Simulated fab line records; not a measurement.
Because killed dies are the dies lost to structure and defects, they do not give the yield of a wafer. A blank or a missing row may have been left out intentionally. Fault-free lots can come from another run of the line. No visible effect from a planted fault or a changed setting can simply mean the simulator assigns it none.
Which of the tools did it? / flow nand-harc / 6 lots with 18 wafers sampled at 5 steps, on a route of 1302 steps

WHAT THE GAUGES READ, wafer by wafer
NHARC_END_SORT_01.
lot=L870; measured=day 32 19:46; on=prober-01; defect-limited-yield (%)=77 79 80

WHAT TOOL EACH LOT RAN ON (gives the tool, then ch and the chambers of the sampled wafers, and finally the start)
lot=L853; NHARC_A_M1_PRE_CLEAN_30=pvd-sputter-03, day 23 15:49; NHARC_THIN_TSV_CMP_01=cmp-01 ch 0,2,3, day 24 09:07; NHARC_THIN_TSV_DESCUM_14=rie-diel-06 ch 0,1, day 24 10:28; NHARC_THIN_TSV_DEGAS_53=pvd-sputter-03, day 24 15:04
lot=L854; NHARC_A_M1_PRE_CLEAN_30=pvd-sputter-03, day 24 02:38; NHARC_THIN_TSV_CMP_01=cmp-01 ch 2,3, day 24 20:08; NHARC_THIN_TSV_DESCUM_14=rie-diel-05 ch 1,2, day 24 21:41; NHARC_THIN_TSV_DEGAS_53=pvd-sputter-01, day 25 02:29
lot=L856; NHARC_A_M1_PRE_CLEAN_30=pvd-sputter-03, day 24 17:44; NHARC_THIN_TSV_CMP_01=cmp-03 ch 0,2,3, day 25 13:48; NHARC_THIN_TSV_DESCUM_14=rie-diel-07 ch 0,1,2, day 25 15:12; NHARC_THIN_TSV_DEGAS_53=pvd-sputter-02, day 25 19:47
lot=L858; NHARC_A_M1_PRE_CLEAN_30=pvd-sputter-03, day 25 19:59; NHARC_THIN_TSV_CMP_01=cmp-04 ch 0,1, day 26 13:56; NHARC_THIN_TSV_DESCUM_14=rie-diel-05 ch 0,2,3, day 26 15:17; NHARC_THIN_TSV_DEGAS_53=pvd-sputter-01, day 26 20:02
lot=L863; NHARC_A_M1_PRE_CLEAN_30=pvd-sputter-01, day 27 21:43; NHARC_THIN_TSV_CMP_01=cmp-04 ch 0,1, day 28 17:36; NHARC_THIN_TSV_DESCUM_14=rie-diel-05 ch 1,2,3, day 28 19:05; NHARC_THIN_TSV_DEGAS_53=pvd-sputter-02, day 29 00:11
lot=L870; NHARC_A_M1_PRE_CLEAN_30=pvd-sputter-03, day 31 01:50; NHARC_THIN_TSV_CMP_01=cmp-03 ch 1,3, day 32 02:40; NHARC_THIN_TSV_DESCUM_14=rie-diel-06 ch 2,3, day 32 04:07; NHARC_THIN_TSV_DEGAS_53=pvd-sputter-03, day 32 08:45
- NHARC_A_M1_PRE_CLEAN_30: time 30 s.
- NHARC_THIN_TSV_CMP_01: polishes.
- NHARC_THIN_TSV_DESCUM_14: chemistry O2, time 3 s.
- NHARC_THIN_TSV_DEGAS_53: time 60 s.

THE ANSWER, worked out from the rows above alone
Rule: what is usual is taken from the lots themselves. Put in order of their means at a reading, lots are off if they are a third of the lots or fewer, leave a main group of 4 or more, and stand apart from it by a gap of 3 or more times the standard deviation of the main group's means; of several such gaps the widest counts. Not used: any main group whose means are identical at the precision the tables above print for the reading. A lot without any number at a reading at which 4 lots or more have one is off too. The other lots that the step has rows for count as sound.
None of the lots is off at any reading shown; this tells nothing.

WHAT HAD BEEN PUT IN BY THE SIMULATOR
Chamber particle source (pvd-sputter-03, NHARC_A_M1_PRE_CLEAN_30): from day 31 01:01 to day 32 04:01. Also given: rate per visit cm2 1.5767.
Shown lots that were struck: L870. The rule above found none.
